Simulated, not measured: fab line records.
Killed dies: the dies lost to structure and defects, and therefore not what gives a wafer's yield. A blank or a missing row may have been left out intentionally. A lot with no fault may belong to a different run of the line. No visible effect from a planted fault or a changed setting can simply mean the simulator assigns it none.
Chamber matching || flow nand harc || NHARC_A_STAIRCASE_DEP_301 on pecvd-04: 3 sister chambers
The step deposits SiON, target thk 30 nm. 14 wafers are shown with their chamber, then 7 later ones without.

WAFERS WITH THEIR CHAMBER
{"wafer": "L080.1", "chamber": 0, "heater power w (W)": 752, "susceptor temp C (C)": 400.08}
{"wafer": "L080.4", "chamber": 2, "heater power w (W)": 732, "susceptor temp C (C)": 399.85}
{"wafer": "L080.6", "chamber": 0, "heater power w (W)": 752, "susceptor temp C (C)": 400.16}
{"wafer": "L085.1", "chamber": 2, "heater power w (W)": 761, "susceptor temp C (C)": 399.89}
{"wafer": "L085.2", "chamber": 0, "heater power w (W)": 674, "susceptor temp C (C)": 400.06}
{"wafer": "L085.6", "chamber": 2, "heater power w (W)": 776, "susceptor temp C (C)": 400.02}
{"wafer": "L086.2", "chamber": 1, "heater power w (W)": 909, "susceptor temp C (C)": 399.86}
{"wafer": "L086.3", "chamber": 2, "heater power w (W)": 770, "susceptor temp C (C)": 400.33}
{"wafer": "L086.5", "chamber": 1, "heater power w (W)": 912, "susceptor temp C (C)": 399.69}
{"wafer": "L087.3", "chamber": 1, "heater power w (W)": 866, "susceptor temp C (C)": 400.64}
{"wafer": "L087.5", "chamber": 1, "heater power w (W)": 854, "susceptor temp C (C)": 400.53}
{"wafer": "L087.6", "chamber": 2, "heater power w (W)": 751, "susceptor temp C (C)": 400.11}
{"wafer": "L089.2", "chamber": 1, "heater power w (W)": 835, "susceptor temp C (C)": 400.13}
{"wafer": "L089.3", "chamber": 0, "heater power w (W)": 778, "susceptor temp C (C)": 400.12}

SIGNATURES (means of the wafers above)
{"reading": "heater power w", "chamber 0": 739.00, "chamber 1": 875.20, "chamber 2": 758.00, "scatter within a chamber": 32.9}
{"reading": "susceptor temp C", "chamber 0": 400.1050, "chamber 1": 400.1700, "chamber 2": 400.0400, "scatter within a chamber": 0.275}
Rule: a wafer lies at a distance from a chamber equal to the root of the sum of squares, over the readings, of (its reading less the chamber's mean, divided by the reading's scatter). If the next closest chamber is less than 2 further off than the closest, the wafer can't be placed; otherwise it belongs to the closest. The scatter is the square root of a quotient: the sum, over the shown wafers, of each reading's squared deviation from its chamber's mean, divided by wafers minus chambers.

WAFERS WHOSE CHAMBER IS MISSING
{"wafer": "L089.5", "heater power w (W)": 814, "susceptor temp C (C)": 400.22}
{"wafer": "L094.2", "heater power w (W)": 782, "susceptor temp C (C)": 399.82}
{"wafer": "L094.4", "heater power w (W)": 760, "susceptor temp C (C)": 400.18}
{"wafer": "L094.5", "heater power w (W)": 931, "susceptor temp C (C)": 400.08}
{"wafer": "L096.2", "heater power w (W)": 786, "susceptor temp C (C)": 400.01}
{"wafer": "L096.3", "heater power w (W)": 867, "susceptor temp C (C)": 399.85}
{"wafer": "L096.5", "heater power w (W)": 892, "susceptor temp C (C)": 399.85}

WHICH CHAMBER EACH ONE RAN IN
{"wafer": "L089.5", "from the rows above": "can't be placed: 2 or 1 or 0", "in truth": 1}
{"wafer": "L094.2", "from the rows above": "can't be placed: 2 or 0", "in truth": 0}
{"wafer": "L094.4", "from the rows above": "can't be placed: 2 or 0", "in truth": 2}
{"wafer": "L094.5", "from the rows above": 1, "in truth": 1}
{"wafer": "L096.2", "from the rows above": "can't be placed: 2 or 0 or 1", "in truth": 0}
{"wafer": "L096.3", "from the rows above": 1, "in truth": 1}
{"wafer": "L096.5", "from the rows above": 1, "in truth": 1}
Placed correctly: 3 of 7. Can't be placed from these rows: 4 (the true chamber is among the candidates in 4). 0 placed wrongly.
